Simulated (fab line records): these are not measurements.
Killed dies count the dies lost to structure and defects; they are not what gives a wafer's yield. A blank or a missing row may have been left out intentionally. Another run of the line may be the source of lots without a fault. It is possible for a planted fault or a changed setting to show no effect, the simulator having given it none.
Problem report, 8D (eight disciplines) form, completed by code ; flow nandHarc ; the parts of the form that need people (team, actions taken, sign-off) are left out

## 1. THE PROBLEM
At NHARC_A_ONON_D2_DEP_33, mfcPrecursorSccm averages 156.0 sccm over 6 wafers from 2 lots, while fault-free wafers read 161.5 sccm, standard deviation 0.46. Measured from the usual mean, that is -12 standard deviations.
The step: deposits SiO2, target thk 200 nm.
Seen first at day 18 06:17 on pecvd-02, wafer L924.3. The record has a number at this step for 36 wafers belonging to 12 lots. By rule, "out" or "out of limits" means more than 4 standard deviations away from the usual mean. Any other wafer with a number is counted as sound.

## 2. WHAT IT IS; WHAT IT IS NOT
question;is;is not
which readings at this step;mfcPrecursorSccm;heaterPowerW, throttleValvePct
which lots;L924, L930;L912, L916, L917, L918, L921, L922, L927, L931, L932, L935
which wafers of those lots;all that have a number;-
read on which tools;pecvd-02;pecvd-03, pecvd-04
when;from day 18 06:17;"up to then (18 sound wafers); but 12 sound wafers of L927, L931, L932, L935 came after"

## 3. THE SUSPECTS, EACH WITH WHAT RULES IT OUT
Counting: a tool at a process step up to the reading stays a suspect if it ran every lot that is out and no sound lot after the first of them.
- rieDiel-13 at NHARC_A_CHANNEL_FILL_D1_ETCHBACK_20 (etches the open film in C4F8/O2/Ar, target depth 27 nm, time 13.5 s): ruled out as a lasting fault. Sound lots L931, L932 ran on it after its first lot that is out, L924 (day 15 01:38).
- pecvd-02 at NHARC_A_ONON_D2_DEP_33 (deposits SiO2, target thk 200 nm): kept. Every lot that is out went through it, starting with L924 (day 18 06:17), and after that it ran no sound lot; the last sound lot it ran before then is L922 (day 16 18:02). On those wafers its own readings are out: mfcPrecursorSccm.
Remaining after the count: pecvd-02 at NHARC_A_ONON_D2_DEP_33.

## 4. THE CAUSE (what the simulator had put in)
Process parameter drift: pecvd-02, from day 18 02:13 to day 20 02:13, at NHARC_A_ONON_D2_DEP_33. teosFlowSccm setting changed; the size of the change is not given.
After counting, this tool was the only one left.

## 5. THE EFFECT CHAIN, in route order
Rows list readings where the struck wafers' mean (over those with a number) sits beyond 3 standard deviations from the usual. Readings are gone through only where the record gives a usual standard deviation; hours: the median, over the lots, of the time from a lot's start at the first step in this table giving one to that lot's start at this step; sigmas: the change measured in usual standard deviations.
hours;step;reading;usual;on struck wafers;change;sigmas
0;NHARC_A_ONON_D2_DEP_33;mfcPrecursorSccm;161.5 sccm;156.0;-5.5;-12
The process steps in it:
- NHARC_A_ONON_D2_DEP_33: deposits SiO2, target thk 200 nm.
Later measuring or inspecting steps at which every struck wafer that the step has a row for has a number for every such reading, and none has moved that far: NHARC_A_ONON_D2_THK_MEAS_34.

## 6. HOW IT WOULD HAVE BEEN CAUGHT EARLIER
The fault began at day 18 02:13; the first out-of-limits reading in this record came at day 18 06:17, 4 hours later.
